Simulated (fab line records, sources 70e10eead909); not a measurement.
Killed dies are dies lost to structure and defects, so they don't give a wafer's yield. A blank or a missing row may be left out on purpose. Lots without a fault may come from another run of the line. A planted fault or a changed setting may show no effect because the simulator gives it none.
A struck lot beside a sound one | flow nand_harc | 39 steps out of a route of 1302
Sound: wafers L852.1, L852.2, L852.3. Struck: wafers L859.2, L859.3, L859.6. The cause comes at the end.
At each step with rows: each side's tool, then ch and its chambers, then its first start. Under that, the readings that differ: sound wafers | struck wafers | difference of the means | sigmas: that difference in standard deviations of wafers without a fault.
alike: readings whose means differ by less than 2 such deviations, and words and numbers that are the same on both sides. not compared: withheld readings, readings that some wafer has no value for, bounds like >300 that may hide the same value, and numbers for which the record gives no deviation and whose values overlap.
The two part at a step that has a row with sigmas, a row that says differs or no value, or rows on one side only. Numbers that don't overlap but have no deviation are shown without sigmas and don't part them. A reading that every wafer of one side lacks parts them only if that side has two wafers or more.

first, 6 steps without rows for these wafers: NHARC_A_CHANNEL_HOLE_D1_STRIP_42 (strips in CF4/CHF3); NHARC_A_CHANNEL_HOLE_D1_STRIP_43 (strips in O2/COS); NHARC_A_CHANNEL_HOLE_D1_ETCH_44 (etches the open film in CF4/O2, target depth 140 nm, overetch 14 nm, time 77 s); NHARC_A_CHANNEL_HOLE_D1_STRIP_27 (strips in O2); NHARC_A_CHANNEL_HOLE_D1_PRECLEAN_28 (cleans in SC1); NHARC_A_CHANNEL_HOLE_D1_SRD_29.
NHARC_A_CHANNEL_HOLE_D1_CD_MEAS_30:
  sound on cd_sem-03, day 9 12:14; struck on cd_sem-02, day 12 15:46
  alike: cd_nm
NHARC_A_CHANNEL_HOLE_D1_XSEM_31:
  sound on xsem-01 ch 0, day 9 12:20; struck on xsem-01 ch 0, day 12 15:52
  alike: bot_cd_nm, bow_nm, tilt_deg
NHARC_A_CHANNEL_HOLE_D1_INSPECT_40:
  sound on defect_inspect-01, day 9 12:25; struck on defect_inspect-01, day 12 15:57
  alike: raw_defect_count
then, 3 steps without rows for these wafers: NHARC_A_CHANNEL_FILL_D1_PRECLEAN_00 (cleans in SC1); NHARC_A_CHANNEL_FILL_D1_SRD_01; NHARC_A_CHANNEL_FILL_D1_ALD_02 (deposits SiO2, target thk 6 nm, pulse time 10 s, ald cycles 60).
NHARC_A_CHANNEL_FILL_D1_ALD_03: deposits SiNx, target thk 6 nm, pulse time 60 s, ald cycles 58.
  sound on ald_sin_batch-03 ch 0, day 9 16:04; struck on ald_sin_batch-01 ch 0, day 12 20:34
  alike: precursor_pulse_height_rel
NHARC_A_CHANNEL_FILL_D1_ALD_14: deposits SiO2, target thk 2.5 nm, pulse time 10 s, ald cycles 25.
  sound on ald_hk-03 ch 0,2,3, day 9 19:40; struck on ald_hk-02 ch 0,1,2, day 13 00:11
  alike: heater_power_w, precursor_pulse_height_rel
then, 1 step without rows for these wafers: NHARC_A_CHANNEL_FILL_D1_ALD_15 (deposits SiNx, target thk 2 nm, pulse time 60 s, ald cycles 19).
NHARC_A_CHANNEL_FILL_D1_ALD_16: deposits SiO2, target thk 1.5 nm, pulse time 10 s, ald cycles 15.
  sound on ald_hk-02 ch 0,1,2, day 10 01:19; struck on ald_hk-03 ch 1,2,3, day 13 05:20
  alike: heater_power_w, precursor_pulse_height_rel
then, 2 steps without rows for these wafers: NHARC_A_CHANNEL_FILL_D1_ANNEAL_17 (time 1800 s); NHARC_A_CHANNEL_FILL_D1_CVD_18 (deposits poly-Si, target thk 3 nm).
NHARC_A_CHANNEL_FILL_D1_ETCHBACK_19: etches the open film in HBr/Cl2, target depth 5 nm, time 1.7 s.
  sound on rie_si-01 ch 1,2,3, day 10 13:13; struck on rie_si-01 ch 2,3, day 13 17:17
  alike: drypump_motor_current_A, oes_product_au, throttle_valve_pct
  not compared: rf_hours_counter_h
then, 8 steps without rows for these wafers: NHARC_A_CHANNEL_FILL_D1_ETCHBACK_20 (etches the open film in C4F8/O2/Ar, target depth 27 nm, time 13.5 s); NHARC_A_CHANNEL_FILL_D1_STRIP_28 (strips in O2, time 20 s); NHARC_A_CHANNEL_FILL_D1_PRECLEAN_21 (cleans in dHF, time 30 s); NHARC_A_CHANNEL_FILL_D1_SRD_23; NHARC_A_CHANNEL_FILL_D1_CVD_05 (deposits poly-Si, target thk 5 nm); NHARC_A_CHANNEL_FILL_D1_ANNEAL_22 (time 7200 s); NHARC_A_CHANNEL_FILL_D1_ALD_25 (deposits SiOx, target thk 60 nm, pulse time 10 s, ald cycles 600); NHARC_A_CHANNEL_FILL_D1_ETCHBACK_08 (etches the open film in C4F8, target depth 220 nm, time 110 s).
NHARC_A_CHANNEL_FILL_D1_STRIP_29: strips in O2, time 20 s.
  sound on rie_diel-11 ch 0,1,3; struck on rie_diel-05 ch 0,1,2
  alike: drypump_motor_current_A, oes_product_au, rf_vpp_V, showerhead_plenum_p_Torr, throttle_valve_pct
  not compared: rf_hours_counter_h
then, 10 steps without rows for these wafers: NHARC_A_CHANNEL_FILL_D1_PRECLEAN_30 (cleans in dHF, time 30 s); NHARC_A_CHANNEL_FILL_D1_SRD_31; NHARC_A_CHANNEL_FILL_D1_CVD_09 (deposits poly-Si, target thk 150 nm, time 3000 s); NHARC_A_CHANNEL_FILL_D1_CMP_10 (polishes, target thk 150 nm); NHARC_A_CHANNEL_FILL_D1_SRD_12; NHARC_A_DECK1_JOINT_ETCHBACK_07 (etches the open film in HBr, target depth 105 nm, time 26.9 s); NHARC_A_DECK1_JOINT_ETCH_25 (etches SiO2 in dHF, target depth 0.5 nm); NHARC_A_DECK1_JOINT_ETCH_19 (etches poly-Si in TMAH, target depth 3 nm); NHARC_A_DECK1_JOINT_ETCH_18 (etches SiO2 in dHF, target depth 3 nm); NHARC_A_DECK1_JOINT_WET_08 (chemistry H3PO4, time 86 s).
-- the record jumps here: 14 days lie between the struck wafers' starts before and after (it left off in module A_DECK1_JOINT and takes up again in module END, whose first step shown is number 1302 of the route) --
NHARC_END_SORT_01:
  the record has rows for the struck wafers here (prober-02 ch 0, day 28 05:12) and none for the sound ones

WHERE THEY PART
Only at NHARC_END_SORT_01, within this record.

WHY: what the simulator had put in
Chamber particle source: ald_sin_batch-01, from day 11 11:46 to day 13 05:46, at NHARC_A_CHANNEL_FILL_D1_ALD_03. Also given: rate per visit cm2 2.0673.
